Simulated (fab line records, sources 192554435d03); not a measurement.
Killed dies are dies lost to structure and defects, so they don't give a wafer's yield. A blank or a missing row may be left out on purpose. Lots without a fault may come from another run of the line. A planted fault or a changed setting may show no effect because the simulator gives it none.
One fault seen from 2 desks | flow n5_finfet | each desk has only its own numbers; what lay behind them comes last

THE METROLOGY DESK
What the gauges read, lot by lot, whatever tool the lot ran on: means of the sampled wafers that have a number. A lot is out of limits, marked OUT, if its mean lies more than 4 standard deviations from the usual mean; the brackets give that distance.
Columns: A = M5_THK at N5_BEOL_M5_THK_MEAS_53, usual 62.7 nm
lot  | first seen here | A
L885 | day 10 13:28    | 63.5
L887 | day 10 22:59    | 63.4
L889 | day 11 20:02    | 61.4
L890 | day 12 01:19    | 63.3
L891 | day 12 07:23    | 63.8
L898 | day 13 18:53    | 63.0
L899 | day 14 09:30    | 62.8
This desk's finding: nothing out of limits on any of the 7 lots.

THE TOOL OWNER'S DESK: cvd_co-02
The tool's own readings at N5_BEOL_M5_CO_CAP_78 (material Co, precursor CCTBA/H2, target thk 2 nm, time 102.1 s): means of the sampled wafers that have a number, for each lot that ran on this tool. A lot is out of limits, marked OUT, if its mean lies more than 4 standard deviations from the usual mean; the brackets give that distance.
Columns: A = heater_power_w at N5_BEOL_M5_CO_CAP_78, usual 234 W; B = run_length_s at N5_BEOL_M5_CO_CAP_78, usual 125.0 s
lot  | first seen here | A   | B
L885 | day 10 13:32    | 234 | 124.6
L887 | day 10 23:04    | 234 | 124.4
L889 | day 11 20:19    | 232 | 107.4 (-30) OUT
L890 | day 12 01:28    | 230 | 98.0 (-46) OUT
L891 | day 12 07:29    | 236 | 97.8 (-46) OUT
This desk's finding: out of limits on L889, L890, L891; first on L889, day 11 20:19 (run_length_s at N5_BEOL_M5_CO_CAP_78). In limits: L885, L887.

PUT TOGETHER
The tool owner's desk could have raised an alarm at day 11 20:19, on L889, L890, L891.
The metrology desk saw nothing out of limits.
The metrology desk has L889, L890, L891 on record, within its limits.
Of the lots named, all ran N5_BEOL_M5_CO_CAP_78 on cvd_co-02.

WHAT THE SIMULATOR HAD PUT IN
Process parameter drift: cvd_co-02, from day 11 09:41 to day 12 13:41, at N5_BEOL_M5_CO_CAP_78. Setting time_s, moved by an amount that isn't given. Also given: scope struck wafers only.
Lots struck among those shown: L889, L890, L891.
Hours from the fault's start to each desk's first reading out of limits: the tool owner's desk, 11.
